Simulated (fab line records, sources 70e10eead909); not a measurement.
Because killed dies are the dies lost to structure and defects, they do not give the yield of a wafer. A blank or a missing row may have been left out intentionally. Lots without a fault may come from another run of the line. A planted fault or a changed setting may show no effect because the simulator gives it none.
What tool caused it? | flow nand_harc | 21 wafers from 7 lots sampled at 2 of the route's 1159 steps

WHAT EACH GAUGE READ, for each wafer
NHARC_THIN_TSV_CD_MEAS_12 targets a cd of 1000 nm.
lot  | measured     | on        | cd_nm (nm)
L896 | day 18 21:07 | cd_sem-03 | 1004.5 999.8 1001.0
L898 | day 18 23:35 | cd_sem-02 | 1000.5 999.2 995.1
L900 | day 19 23:55 | cd_sem-01 | 1003.6 1003.3 1004.6
L902 | day 21 02:56 | cd_sem-01 | 1005.3 1002.3 1005.0
L909 | day 22 21:28 | cd_sem-01 | 1000.4 1003.7 1001.0
L915 | day 24 02:10 | cd_sem-02 | 1002.5 1003.2 999.7
L918 | day 24 09:16 | cd_sem-03 | 1002.9 1000.9 997.6

WHAT TOOL EACH LOT RAN ON (gives the tool, then ch and the chambers of the sampled wafers, and finally the start)
lot  | NHARC_A_CONTACT_ETCH_129
L896 | har_cap_etch-03 ch 0,1, day 16 22:50
L898 | har_cap_etch-02 ch 0,1, day 17 06:56
L900 | har_cap_etch-02 ch 0,1, day 18 00:16
L902 | har_cap_etch-02 ch 0,1, day 18 23:05
L909 | har_cap_etch-02 ch 0,1, day 20 13:15
L915 | har_cap_etch-03 ch 0,1, day 22 03:05
L918 | har_cap_etch-01 ch 0,1, day 22 13:26
- NHARC_A_CONTACT_ETCH_129: etches the open film in C4F8/O2/Ar, time 155 s, target depth 956 nm.

THE ANSWER, worked out from the rows above alone
Rule: usual is defined by the lots themselves. Put in order of their means at a reading, lots are off if they are a third of the lots or fewer, leave a main group of 4 or more, and stand apart from it by a gap of 3 or more times the standard deviation of the main group's means; of several such gaps the widest counts. A main group whose means are all the same, to the digits that the tables above print for the reading, isn't used. Also off: a lot with no number at a reading for which 4 or more lots have one. Where the step has rows for the other lots, those lots are counted as sound.
Nothing can be told from this: no lot is off at any reading shown.

WHAT WAS PUT IN BY THE SIMULATOR
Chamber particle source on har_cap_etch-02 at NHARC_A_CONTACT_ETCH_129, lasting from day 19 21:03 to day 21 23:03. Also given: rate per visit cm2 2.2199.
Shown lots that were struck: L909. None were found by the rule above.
